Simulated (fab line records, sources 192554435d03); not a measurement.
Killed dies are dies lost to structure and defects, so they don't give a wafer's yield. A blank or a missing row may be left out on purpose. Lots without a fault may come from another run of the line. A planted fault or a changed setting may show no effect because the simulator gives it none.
fab line records | flow n5_finfet
record lots=24 wafers=72 last_day=20
route steps=1938 shown BEOL_M7@1323 BEOL_M8@1365 BEOL_M9@1402
lots that met no fault: from a run of the same line without faults
start_h: hours from the record's first day to the start of the lot's first wafer shown | wait_h: hours since the lot's step before | " the same as in the row above | L1.1+2: a row that stands for several wafers | - no value, or no start given | * or withheld: withheld | < > ~ a bound
route shown NAME@n: a module of which the file shows steps, and the number in the route of the first | usual: mean/standard deviation of fault-free wafers | same: alike in all rows | chamber/n: place in a boat | sites: the reading at each site | _std_site: their standard deviation | _edge_site: outer sites' mean less inner sites' | radius_mm: how far each site lies from the wafer's centre | mask NAME#n: copy n | behind: the tool/chamber that last shaped the wafer | hold: why the lot was held/for how many hours/how that ended | device: the transistor (n, p or np) that didn't switch | end of line: the same wafers' tests at the end of the route | a step without rows: its recipe alone | killed: dies lost to structure and defects at the first sort, not the wafer's yield | map: a wafer's dies, x killed, . not, _ none there
set.NAME: the setting as run; set.NAME@STEP: as run at that earlier step | model.NAME: the simulator's own value behind a step, which no gauge read
steps of the route over a sample of lots; a table a step, a row a wafer
services: from which hour (start_h, from the record's first day; less than 0 if before it) a tool's chamber was out of use, for how many hours, and why
## steps
# step N5_BEOL_M7_SPUTTER_48
# recipe material=Cu target_thk_a=100 temp_c=-20 bias_v=60 power_w=26000 chamber_pressure_pa=0.13 time_s=1.667
# usual throttle_valve_pct=29.8/0.71
# columns lot.wafer tool chamber start_h wait_h throttle_valve_pct
L074.2 pvd_sputter-03 - 222.48 0.1 28.9
L074.4 " - " " 29.1
L074.6 " - " " 30.9
L075.2 pvd_sputter-02 - 225.31 0.1 30.1
L075.4 " - " " 29.1
L075.5 " - " " 29.9
L076.3 pvd_sputter-03 - 230.09 0.1 29.1
L076.4 " - " " 30.6
L076.5 " - " " 29.5
L078.1 pvd_sputter-03 - 245.58 0.1 29.4
L078.4 " - " " 29.2
L078.5 " - " " 30.6
L077.1 pvd_sputter-01 - 253.97 0.1 30.1
L077.5 " - " " 29.6
L077.6 " - " " 29.8
L079.1 pvd_sputter-03 - 270.50 0.1 28.9
L079.2 " - " " 30.5
L079.3 " - " " 29.3
L080.1 pvd_sputter-03 - 270.71 0.1 29.2
L080.2 " - " " 30.0
L080.4 " - " " 30.6
L081.2 pvd_sputter-03 - 274.29 0.1 29.3
L081.3 " - " " 29.9
L081.4 " - " " 29.3
L082.3 pvd_sputter-03 - 279.42 0.1 29.4
L082.5 " - " " 30.5
L082.6 " - " " 29.1
L083.1 pvd_sputter-01 - 304.72 0.1 31.2
L083.3 " - " " 27.7
L083.5 " - " " 31.4
L084.3 pvd_sputter-01 - 318.26 0.1 29.8
L084.5 " - " " 30.0
L084.6 " - " " 28.1
L085.3 pvd_sputter-03 - 319.22 0.1 29.2
L085.4 " - " " 29.8
L085.6 " - " " 29.8
L086.2 pvd_sputter-02 - 327.34 0.1 30.3
L086.3 " - " " 29.9
L086.5 " - " " 29.5
L088.1 pvd_sputter-01 - 327.67 0.1 28.2
L088.3 " - " " 31.1
L088.6 " - " " 30.2
L087.1 pvd_sputter-02 - 330.74 0.1 30.0
L087.2 " - " " 30.0
L087.5 " - " " 30.2
L089.2 pvd_sputter-02 - 337.99 0.2 30.1
L089.3 " - " " 29.6
L089.5 " - " " 29.7
L092.3 pvd_sputter-02 - 340.84 0.2 29.6
L092.4 " - " " 30.3
L092.5 " - " " 30.1
L090.4 pvd_sputter-01 - 342.10 0.1 31.1
L090.5 " - " " 29.9
L090.6 " - " " 30.1
L091.2 pvd_sputter-03 - 352.82 0.2 29.3
L091.4 " - " " 29.7
L091.6 " - " " 29.1
L094.1 pvd_sputter-01 - 352.89 0.1 28.5
L094.2 " - " " 31.3
L094.6 " - " " 29.7
L095.2 pvd_sputter-03 - 360.90 0.2 29.9
L095.3 " - " " 29.0
L095.6 " - " " 29.6
L093.1 pvd_sputter-03 - 361.73 0.1 29.1
L093.2 " - " " 30.6
L093.6 " - " " 28.9
L096.1 pvd_sputter-03 - 362.40 0.1 31.0
L096.2 " - " " 29.2
L096.4 " - " " 29.2
L097.1 pvd_sputter-02 - 391.16 0.2 28.9
L097.2 " - " " 30.1
L097.4 " - " " 29.6
# step N5_BEOL_M8_CD_MEAS_28
# recipe target_cd_nm=40 landing_energy_ev=500 detector=se_inlens
# usual cd_nm=39.99/0.25
# columns lot.wafer tool chamber start_h wait_h cd_nm
L074.2 cd_sem-03 0 229.16 - 39.89
L074.4 " 0 " " 40.13
L074.6 " 0 " " 40.38
L075.2 cd_sem-01 0 229.22 - 39.68
L075.4 " 0 " " 40.13
L075.5 " 0 " " 40.00
L076.3 cd_sem-01 0 235.68 - 40.27
L076.4 " 0 " " 40.42
L076.5 " 0 " " 39.92
L078.1 cd_sem-02 0 251.51 - 39.81
L078.4 " 0 " " 39.80
L078.5 " 0 " " 39.94
L077.1 cd_sem-01 0 259.81 - 39.84
L077.5 " 0 " " 39.84
L077.6 " 0 " " 39.93
L079.1 cd_sem-02 0 275.51 - 39.76
L079.2 " 0 " " 40.55
L079.3 " 0 " " 40.39
L080.1 cd_sem-02 0 275.56 - 40.15
L080.2 " 0 " " 39.86
L080.4 " 0 " " 39.49
L081.2 cd_sem-02 0 278.38 - 39.66
L081.3 " 0 " " 39.94
L081.4 " 0 " " 39.34
L082.3 cd_sem-03 0 287.28 - 39.85
L082.5 " 0 " " 39.68
L082.6 " 0 " " 39.69
L083.1 cd_sem-02 0 309.63 - 39.85
L083.3 " 0 " " 39.79
L083.5 " 0 " " 39.86
L085.3 cd_sem-03 0 325.72 - 39.88
L085.4 " 0 " " 39.94
L085.6 " 0 " " 39.72
L084.3 cd_sem-01 0 325.80 - 40.23
L084.5 " 0 " " 40.06
L084.6 " 0 " " 39.82
L088.1 cd_sem-02 0 337.88 - 39.83
L088.3 " 0 " " 40.40
L088.6 " 0 " " 39.85
L086.2 cd_sem-01 0 339.11 - 39.88
L086.3 " 0 " " 39.70
L086.5 " 0 " " 40.18
L087.1 cd_sem-01 0 339.38 - 40.36
L087.2 " 0 " " 40.06
L087.5 " 0 " " 40.29
L089.2 cd_sem-01 0 341.21 - 40.11
L089.3 " 0 " " 39.69
L089.5 " 0 " " 40.08
L092.3 cd_sem-01 0 345.83 - 39.85
L092.4 " 0 " " 40.10
L092.5 " 0 " " 40.36
L090.4 cd_sem-02 0 346.48 - 39.65
L090.5 " 0 " " 39.69
L090.6 " 0 " " 39.84
L091.2 cd_sem-03 0 359.28 - 40.36
L091.4 " 0 " " 39.82
L091.6 " 0 " " 39.86
L094.1 cd_sem-02 0 361.09 - 40.20
L094.2 " 0 " " 40.04
L094.6 " 0 " " 40.15
L095.2 cd_sem-01 0 367.12 - 39.88
L095.3 " 0 " " 40.07
L095.6 " 0 " " 39.87
L093.1 cd_sem-02 0 367.16 - 40.20
L093.2 " 0 " " 40.24
L093.6 " 0 " " 39.82
L096.1 cd_sem-02 0 370.18 - 39.87
L096.2 " 0 " " 40.14
L096.4 " 0 " " 40.27
L097.1 cd_sem-02 0 397.04 - 39.87
L097.2 " 0 " " 39.99
L097.4 " 0 " " 39.88
# step N5_BEOL_M9_CURE_71
# recipe temp_c=385 time_s=240 ambient=He/Ar material=SiCOH_lowk
# usual lamp_power_pct=52.31/0.052 wafer_temp_C_max=387.1/0.53
# columns lot.wafer tool chamber start_h wait_h lamp_power_pct wafer_temp_C_max
L074.2 uv_cure-03 1 232.30 0.2 52.29 387.6
L074.4 " 1 " " 52.29 386.9
L074.6 " 1 " " 52.36 387.5
L075.2 uv_cure-01 0 232.47 0.2 52.35 386.8
L075.4 " 0 " " 52.28 386.9
L075.5 " 0 " " 52.27 386.8
L076.3 uv_cure-02 0 240.33 0.4 52.28 386.9
L076.4 " 0 " " 52.28 387.4
L076.5 " 0 " " 52.32 387.1
L078.1 uv_cure-03 0 255.25 0.0 52.31 386.3
L078.4 " 0 " " 52.33 387.2
L078.5 " 0 " " 52.27 386.6
L077.1 uv_cure-02 1 263.64 0.0 52.27 387.1
L077.5 " 1 " " 52.37 386.7
L077.6 " 1 " " 52.33 386.5
L079.1 uv_cure-01 0 278.72 0.1 52.32 386.7
L079.2 " 0 " " 52.38 386.8
L079.3 " 0 " " 52.37 386.8
L080.1 uv_cure-03 1 280.39 0.0 52.32 387.1
L080.2 " 1 " " 52.42 387.2
L080.4 " 1 " " 52.28 388.2
L081.2 uv_cure-02 2 283.28 0.2 52.29 386.8
L081.3 " 2 " " 52.28 387.3
L081.4 " 2 " " 52.24 387.1
L082.3 uv_cure-02 0 290.59 0.2 52.34 387.4
L082.5 " 0 " " 52.24 387.6
L082.6 " 0 " " 52.42 387.1
L083.1 uv_cure-02 0 314.36 0.0 52.32 386.6
L083.3 " 0 " " 52.34 387.0
L083.5 " 0 " " 52.38 387.1
L084.3 uv_cure-03 1 331.47 0.2 52.22 387.8
L084.5 " 1 " " 52.27 388.2
L084.6 " 1 " " 52.30 387.5
L085.3 uv_cure-02 2 331.67 0.2 52.29 387.4
L085.4 " 2 " " 52.29 387.4
L085.6 " 2 " " 52.28 387.3
L088.1 uv_cure-02 0 341.58 0.1 52.44 387.3
L088.3 " 0 " " 52.36 386.8
L088.6 " 0 " " 52.33 386.7
L086.2 uv_cure-01 1 343.08 0.1 52.29 388.4
L086.3 " 1 " " 52.32 389.5
L086.5 " 1 " " 52.35 388.0
L087.1 uv_cure-02 2 343.27 0.0 52.30 387.6
L087.2 " 2 " " 52.34 387.0
L087.5 " 2 " " 52.33 386.6
L089.2 uv_cure-03 0 345.03 0.1 52.29 386.1
L089.3 " 0 " " 52.30 386.4
L089.5 " 0 " " 52.33 386.3
L092.3 uv_cure-03 0 350.28 1.2 52.29 386.7
L092.4 " 0 " " 52.24 386.6
L092.5 " 0 " " 52.32 386.5
L090.4 uv_cure-03 0 351.74 0.3 52.31 386.3
L090.5 " 0 " " 52.35 386.8
L090.6 " 0 " " 52.37 386.8
L091.2 uv_cure-03 2 363.16 0.1 52.34 387.2
L091.4 " 2 " " 52.38 387.1
L091.6 " 2 " " 52.38 387.3
L094.1 uv_cure-01 1 364.74 0.0 52.30 388.3
L094.2 " 1 " " 52.34 387.2
L094.6 " 1 " " 52.29 387.3
L093.1 uv_cure-03 0 371.53 0.4 52.32 386.8
L093.2 " 0 " " 52.29 386.5
L093.6 " 0 " " 52.24 386.5
L095.2 uv_cure-03 1 372.09 0.6 52.31 387.9
L095.3 " 1 " " 52.43 387.8
L095.6 " 1 " " 52.33 387.8
L096.1 uv_cure-02 2 373.51 0.1 52.44 388.3
L096.2 " 2 " " 52.22 387.8
L096.4 " 2 " " 52.40 387.2
L097.1 uv_cure-01 1 400.19 0.1 52.26 387.6
L097.2 " 1 " " 52.34 387.6
L097.4 " 1 " " 52.41 387.6
# step N5_BEOL_M9_CD_MEAS_11
# recipe target_cd_nm=64.1 landing_energy_ev=500 detector=se_inlens polarity=opening
# usual cd_nm=64.4/0.54
# columns lot.wafer tool chamber start_h wait_h cd_nm
L074.2 cd_sem-03 0 233.69 - 64.6
L074.4 " 0 " " 64.1
L074.6 " 0 " " 63.7
L075.2 cd_sem-02 0 234.51 - 63.8
L075.4 " 0 " " 64.0
L075.5 " 0 " " 64.2
L076.3 cd_sem-03 0 241.70 - 64.1
L076.4 " 0 " " 63.3
L076.5 " 0 " " 64.1
L078.1 cd_sem-03 0 257.09 - 64.2
L078.4 " 0 " " 64.5
L078.5 " 0 " " 65.0
L077.1 cd_sem-02 0 264.91 - 63.8
L077.5 " 0 " " 64.0
L077.6 " 0 " " 64.5
L079.1 cd_sem-02 0 280.70 - 64.5
L079.2 " 0 " " 63.9
L079.3 " 0 " " 64.1
L080.1 cd_sem-01 0 282.94 - 65.6
L080.2 " 0 " " 65.1
L080.4 " 0 " " 64.2
L081.2 cd_sem-02 0 284.33 - 64.3
L081.3 " 0 " " 64.1
L081.4 " 0 " " 64.9
L082.3 cd_sem-03 0 291.99 - 64.7
L082.5 " 0 " " 65.3
L082.6 " 0 " " 64.9
L083.1 cd_sem-03 0 316.57 - 64.3
L083.3 " 0 " " 64.9
L083.5 " 0 " " 64.1
L084.3 cd_sem-02 0 335.79 - 64.2
L084.5 " 0 " " 64.3
L084.6 " 0 " " 63.5
L085.3 cd_sem-02 0 335.96 - 63.6
L085.4 " 0 " " 63.5
L085.6 " 0 " " 64.1
L088.1 cd_sem-02 0 343.46 - 63.9
L088.3 " 0 " " 63.2
L088.6 " 0 " " 63.8
L086.2 cd_sem-03 0 345.42 - 64.6
L086.3 " 0 " " 64.3
L086.5 " 0 " " 65.2
L087.1 cd_sem-02 0 345.62 - 64.8
L087.2 " 0 " " 65.0
L087.5 " 0 " " 64.7
L089.2 cd_sem-02 0 346.08 - 63.9
L089.3 " 0 " " 63.9
L089.5 " 0 " " 63.7
L092.3 cd_sem-02 0 351.57 - 65.3
L092.4 " 0 " " 65.5
L092.5 " 0 " " 65.3
L090.4 cd_sem-02 0 353.73 - 64.6
L090.5 " 0 " " 65.2
L090.6 " 0 " " 64.3
L091.2 cd_sem-02 0 364.75 - 64.9
L091.4 " 0 " " 63.9
L091.6 " 0 " " 64.0
L094.1 cd_sem-01 0 368.28 - 64.7
L094.2 " 0 " " 64.8
L094.6 " 0 " " 65.3
L093.1 cd_sem-02 0 372.76 - 65.5
L093.2 " 0 " " 65.8
L093.6 " 0 " " 65.6
L095.2 cd_sem-03 0 375.18 - 64.8
L095.3 " 0 " " 64.0
L095.6 " 0 " " 64.4
L096.1 cd_sem-01 0 375.34 - 64.5
L096.2 " 0 " " 64.9
L096.4 " 0 " " 64.0
L097.1 cd_sem-02 0 404.63 - 64.3
L097.2 " 0 " " 64.8
L097.4 " 0 " " 64.8
# step N5_BEOL_M9_ETCH_41
# recipe chemistry=CH3F/O2 target=SiCN target_depth_a=366 taper_deg=2 time_s=70.1 ion_energy_ev=120 mask_material=TiN pressure_mtorr=30 source_w=395 bias_w=75 Ar_flow_sccm=150 CH3F_flow_sccm=30 O2_flow_sccm=20
# usual drypump_motor_current_A=5.6/0.46 oes_product_au=0.82/0.11 rf_vpp_V=297.7/1.6 showerhead_plenum_p_Torr=2.01/0.065 throttle_valve_pct=16.14/0.25
# columns lot.wafer tool chamber start_h wait_h drypump_motor_current_A oes_product_au rf_hours_counter_h rf_vpp_V showerhead_plenum_p_Torr throttle_valve_pct
L075.2 rie_diel-02 2 - - 5.5 0.72 204 298.6 2.05 16.11
L075.4 " 3 " " 6.0 0.72 - 295.7 1.91 16.44
L075.5 " 2 " " 5.5 0.72 - 298.9 2.05 16.10
L074.2 rie_diel-05 0 - - 5.5 0.95 11 296.3 1.96 16.16
L074.4 " 3 " " 5.0 0.67 - 298.5 2.06 16.42
L074.6 " 0 " " 5.6 0.95 - 296.4 1.96 16.15
L076.3 rie_diel-05 3 - - 5.0 0.68 242 298.8 2.06 16.42
L076.4 " 2 " " 5.6 1.02 1 300.6 2.14 16.02
L076.5 " 1 " " 5.4 0.85 - 300.6 2.12 16.15
L078.1 rie_diel-03 1 - - 6.4 0.91 16 296.5 1.96 15.82
L078.4 " 2 " " 5.6 0.98 1 298.5 2.04 15.82
L078.5 " 0 " " 5.1 0.71 - 299.4 2.05 16.35
L077.1 rie_diel-03 0 - - 5.1 0.71 222 297.7 2.05 16.36
L077.5 " 2 " " 5.6 0.97 - 299.5 2.04 15.84
L077.6 " 3 " " 5.2 0.81 - 297.8 2.04 16.19
L079.1 rie_diel-05 2 - - 5.6 0.95 15 300.3 2.13 16.05
L079.2 " 1 " " 5.4 0.84 86 299.2 2.12 16.16
L079.3 " 0 " " 5.6 0.91 27 295.3 1.95 16.18
L080.1 rie_diel-02 0 - - 5.0 0.98 5 298.8 2.05 15.63
L080.2 " 3 " " 6.0 0.70 226 294.4 1.90 16.47
L080.4 " 2 " " 5.5 0.70 223 297.7 2.04 16.16
L081.2 rie_diel-05 0 - - 5.6 0.92 29 296.9 1.95 16.19
L081.3 " 1 " " 5.4 0.84 88 299.8 2.12 16.16
L081.4 " 0 " " 5.6 0.91 - 294.5 1.95 16.18
L082.3 rie_diel-05 1 - - 5.4 0.83 89 300.8 2.12 16.19
L082.5 " 0 " " 5.6 0.91 - 295.5 1.95 16.19
L082.6 " 3 " " 5.0 1.00 - 298.6 2.05 16.02
L083.1 rie_diel-03 1 - - 6.3 0.89 34 297.0 1.96 15.85
L083.3 " 2 " " 5.6 0.91 19 298.2 2.03 15.86
L083.5 " 0 " " 5.1 0.70 - 299.0 2.04 16.39
L085.3 rie_diel-05 3 - - 5.0 0.94 10 299.9 2.05 16.02
L085.4 " 2 " " 5.6 0.92 27 299.0 2.13 16.07
L085.6 " 2 " " 5.6 0.93 - 299.4 2.13 16.07
L084.3 rie_diel-02 1 - - 6.4 0.73 173 296.9 1.92 16.53
L084.5 " 1 " " 6.4 0.72 - 295.5 1.92 16.57
L084.6 " 2 " " 5.6 0.69 - 299.3 2.04 16.16
L088.1 rie_diel-02 2 - - 5.6 0.69 238 297.4 2.04 16.18
L088.3 " 0 " " 5.0 0.92 21 296.3 2.04 15.66
L088.6 " 3 " " 6.0 0.68 - 293.5 1.90 16.52
L086.2 rie_diel-03 3 - - 5.2 0.78 104 297.9 2.03 16.25
L086.3 " 1 " " 6.4 0.86 44 297.9 1.95 15.88
L086.5 " 3 " " 5.2 0.78 - 298.4 2.03 16.26
L087.1 rie_diel-02 2 - - 5.5 0.68 239 297.9 2.04 16.17
L087.2 " 1 " " 6.4 0.73 176 296.6 1.92 16.55
L087.5 " 3 " " 6.0 0.68 - 294.1 1.90 16.51
L089.2 rie_diel-02 3 - - 6.0 0.69 243 295.6 1.90 16.50
L089.3 " 2 " " 5.6 0.68 239 299.2 2.03 16.19
L089.5 " 3 " " 6.0 0.68 - 295.3 1.90 16.51
L092.3 rie_diel-03 0 - - 5.1 0.69 249 298.3 2.04 16.41
L092.4 " 1 " " 6.4 0.85 48 298.8 1.95 15.88
L092.5 " 2 " " 5.7 0.90 - 299.0 2.03 15.88
L090.4 rie_diel-03 2 - - 5.6 0.90 26 298.1 2.03 15.88
L090.5 " 3 " " 5.1 0.77 - 296.7 2.03 16.24
L090.6 " 2 " " 5.6 0.89 - 299.2 2.03 15.87
L091.2 rie_diel-03 3 - - 5.2 0.77 112 296.8 2.03 16.25
L091.4 " 2 " " 5.6 0.90 - 298.8 2.03 15.87
L091.6 " 1 " " 6.4 0.85 - 297.1 1.95 15.89
L094.1 rie_diel-03 1 - - 6.4 0.85 53 296.5 1.95 15.89
L094.2 " 2 " " 5.7 0.88 31 297.5 2.03 15.87
L094.6 " 2 " " 5.6 0.90 - 298.5 2.03 15.87
L093.1 rie_diel-02 2 - - 5.6 0.67 249 298.3 2.03 16.20
L093.2 " 1 " " 6.4 0.72 186 295.6 1.92 16.58
L093.6 " 2 " " 5.6 0.67 - 297.5 2.03 16.21
L095.2 rie_diel-03 2 - - 5.7 0.89 33 297.8 2.03 15.87
L095.3 " 0 " " 5.1 1.02 1 299.2 2.04 15.90
L095.6 " 0 " " 5.1 1.01 - 297.4 2.04 15.89
L096.1 rie_diel-03 3 - - 5.1 0.76 116 297.3 2.02 16.26
L096.2 " 1 " " 6.4 0.85 56 294.7 1.95 15.89
L096.4 " 2 " " 5.6 0.88 34 298.1 2.03 15.88
L097.1 rie_diel-03 0 - - 5.1 0.97 10 298.1 2.04 15.90
L097.2 " 3 " " 5.2 0.76 125 297.7 2.02 16.28
L097.4 " 1 " " 6.4 0.84 64 295.7 1.95 15.91
# step N5_BEOL_M9_INSPECT_58
# recipe inspect_instrument=darkfield mode=post_dep
# usual raw_defect_count=74/27
# columns lot.wafer tool chamber start_h wait_h raw_defect_count
L075.2 defect_inspect-01 - 239.70 0.0 70
L075.4 " - " " 53
L075.5 " - " " 97
L074.2 defect_inspect-02 - 240.30 0.0 64
L074.4 " - " " 45
L074.6 " - " " 60
L076.3 defect_inspect-01 - 245.96 0.0 171
L076.4 " - " " 71
L076.5 " - " " 182
L078.1 defect_inspect-01 - 262.96 0.0 94
L078.4 " - " " 40
L078.5 " - " " 44
L077.1 defect_inspect-01 - 270.98 0.0 95
L077.5 " - " " 129
L077.6 " - " " 108
L079.1 defect_inspect-01 - 284.38 0.0 55
L079.2 " - " " 52
L079.3 " - " " 60
L080.1 defect_inspect-01 - 289.50 0.0 63
L080.2 " - " " 81
L080.4 " - " " 67
L081.2 defect_inspect-01 - 289.75 0.0 69
L081.3 " - " " 70
L081.4 " - " " 64
L082.3 defect_inspect-01 - 296.28 0.0 48
L082.5 " - " " 43
L082.6 " - " " 65
L083.1 defect_inspect-01 - 320.82 0.0 72
L083.3 " - " " 38
L083.5 " - " " 49
L085.3 defect_inspect-01 - 340.99 0.0 48
L085.4 " - " " 81
L085.6 " - " " 60
L084.3 defect_inspect-01 - 341.23 0.0 64
L084.5 " - " " 114
L084.6 " - " " 73
L088.1 defect_inspect-01 - 347.15 0.0 30
L088.3 " - " " 64
L088.6 " - " " 65
L086.2 defect_inspect-01 - 350.86 0.0 64
L086.3 " - " " 74
L086.5 " - " " 60
L087.1 defect_inspect-02 - 351.57 0.0 82
L087.2 " - " " 58
L087.5 " - " " 101
L089.2 defect_inspect-01 - 353.31 0.0 78
L089.3 " - " " 77
L089.5 " - " " 68
L092.3 defect_inspect-01 - 359.79 0.0 106
L092.4 " - " " 82
L092.5 " - " " 78
L090.4 defect_inspect-02 - 360.69 0.0 51
L090.5 " - " " 93
L090.6 " - " " 96
L091.2 defect_inspect-01 - 370.79 0.0 64
L091.4 " - " " 79
L091.6 " - " " 67
L094.1 defect_inspect-02 - 373.85 0.0 56
L094.2 " - " " 54
L094.6 " - " " 84
L093.1 defect_inspect-02 - 377.12 0.0 90
L093.2 " - " " 84
L093.6 " - " " 107
L095.2 defect_inspect-01 - 382.97 0.0 94
L095.3 " - " " 95
L095.6 " - " " 92
L096.1 defect_inspect-01 - 383.24 0.0 87
L096.2 " - " " 75
L096.4 " - " " 68
L097.1 defect_inspect-02 - 411.73 0.0 68
L097.2 " - " " 95
L097.4 " - " " 73
## services
# columns tool chamber start_h hours kind
rie_diel-03 0 202.03 2.2 repair
uv_cure-02 - 210.23 3.4 pm
uv_cure-03 - 211.21 6.7 repair
rie_diel-02 1 229.90 7.5 repair
uv_cure-02 - 250.78 4.0 repair
rie_diel-05 1 270.40 3.0 repair
uv_cure-03 - 272.43 7.5 pm
rie_diel-02 0 274.42 7.1 repair
uv_cure-03 - 298.18 7.1 repair
uv_cure-03 - 305.55 2.8 pm
rie_diel-05 1 330.57 3.3 repair
rie_diel-03 2 333.39 19.1 repair
rie_diel-05 - 333.75 0.4 repair
uv_cure-02 - 344.70 7.5 pm
pvd_sputter-01 - 344.74 1.6 repair
rie_diel-02 0 350.54 31.6 repair
pvd_sputter-02 - 351.20 11.7 repair
uv_cure-02 - 355.44 7.5 pm
uv_cure-02 - 362.99 5.0 pm
uv_cure-03 - 372.66 0.3 repair
uv_cure-02 - 374.17 2.2 repair
pvd_sputter-03 - 378.22 3.7 repair
rie_diel-05 - 385.81 4.3 pm
rie_diel-03 - 388.37 4.3 pm
## key
fault none
